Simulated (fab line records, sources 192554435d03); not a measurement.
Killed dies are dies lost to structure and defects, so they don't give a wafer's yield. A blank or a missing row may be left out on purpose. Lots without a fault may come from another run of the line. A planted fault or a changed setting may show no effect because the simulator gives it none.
Split-lot experiment | flow n5_finfet | 7 lots, 21 wafers read, on a route of 1938 steps

THE SPLIT
At N5_MIM_BOT_ETCH_ETCH_03 (etches the open film in Cl2/BCl3, target depth 12 nm), the setting icp_w was moved away from the recipe's 800 W on 6 of the 21 wafers read, by -17.7% to +13.9%. The other wafers ran this setting at the recipe's value.

The file shows no step between the split and the reading.

THE READING
MIM_BOT_ETCH.cd_offset_nm (the simulator's own value, which no gauge read), in nm, at N5_MIM_BOT_ETCH_ETCH_00 (etches TiN in Cl2/BCl3, target depth 45.5 nm). The file gives no usual value for it. The 15 wafers here that ran the recipe average 0.1 nm, standard deviation 0.17 nm.

wafer  | tool, chamber at the split | icp_w as run, W | against the recipe | MIM_BOT_ETCH.cd_offset_nm, nm | against lot-mates on the recipe
L074.2 | rie_metal-01, 1            | 800             | recipe             | 0.6                           | -
L074.4 | rie_metal-01, 1            | 910.9           | +13.9%             | -0.6                          | -1.2
L074.5 | rie_metal-01, 1            | 910.9           | +13.9%             | -0.4                          | -1.0
L077.2 | rie_metal-03, 1            | 800             | recipe             | 0                             | -
L077.4 | rie_metal-03, 0            | 658.5           | -17.7%             | 1.2                           | +1.2
L077.6 | rie_metal-03, 1            | 658.5           | -17.7%             | 1.2                           | +1.2
L076.1 | rie_metal-02, 0            | 752.3           | -6.0%              | 0.4                           | +0.2
L076.2 | rie_metal-02, 1            | 752.3           | -6.0%              | 0.6                           | +0.4
L076.6 | rie_metal-02, 0            | 800             | recipe             | 0.2                           | -
L083.1 | rie_metal-02, 0            | 800             | recipe             | 0                             | -
L083.3 | rie_metal-02, 1            | 800             | recipe             | 0                             | -
L083.4 | rie_metal-02, 0            | 800             | recipe             | 0                             | -
L082.2 | rie_metal-01, 0            | 800             | recipe             | 0.2                           | -
L082.3 | rie_metal-01, 0            | 800             | recipe             | 0                             | -
L082.4 | rie_metal-01, 1            | 800             | recipe             | 0                             | -
L090.1 | rie_metal-01, 0            | 800             | recipe             | 0.2                           | -
L090.6 | rie_metal-01, 1            | 800             | recipe             | 0.2                           | -
L090.2 | rie_metal-01, 1            | 800             | recipe             | 0                             | -
L095.1 | rie_metal-01, 0            | 800             | recipe             | 0.4                           | -
L095.4 | rie_metal-01, 1            | 800             | recipe             | 0.2                           | -
L095.6 | rie_metal-01, 1            | 800             | recipe             | 0.2                           | -

THE FIT
A straight line over all 21 wafers: MIM_BOT_ETCH.cd_offset_nm changes by -0.0546 nm for each +1% of icp_w; r = -0.93; the points scatter about the line by 0.16 nm.
The same after taking each lot's own level away (the mean of its wafers on the recipe; 21 wafers): -0.0713 nm for each +1%; r = -0.98; scatter 0.094 nm.
On that fit, the largest move of icp_w shifts the reading by 1.3 nm.
The lots' own levels span 0.00 to 0.60 nm, that is 3.5 times the standard deviation above.
So the lot-to-lot level changes the slope: the two fits differ.
Check: with one of the wafers moved furthest among these (-17.7%) left out of the fit, the line predicts +1.25 nm for it against its lot-mates. It came out at +1.2 nm against them.

THE WHOLE CHAIN: every reading that the file lists as answering this split, in the file's order
step                    | what it does                                         | reading                                                                    | change (the file's fit)                | r (the file's)
N5_MIM_BOT_ETCH_ETCH_03 | etches the open film in Cl2/BCl3, target depth 12 nm | etch.depth_nm (the simulator's own value, which no gauge read)             | +0.099 nm for each +1% of the setting  | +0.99
N5_MIM_BOT_ETCH_ETCH_03 | etches the open film in Cl2/BCl3, target depth 12 nm | MIM_BOT_ETCH.cd_offset_nm (the simulator's own value, which no gauge read) | -0.0678 nm for each +1% of the setting | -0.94
N5_MIM_BOT_ETCH_ETCH_00 | etches TiN in Cl2/BCl3, target depth 45.5 nm         | MIM_BOT_ETCH.cd_offset_nm (the simulator's own value, which no gauge read) | -0.0708 nm for each +1% of the setting | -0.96

THE FILE'S OWN FIT
MIM_BOT_ETCH.cd_offset_nm changes by -0.0708 nm for each +1% of icp_w, r = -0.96.
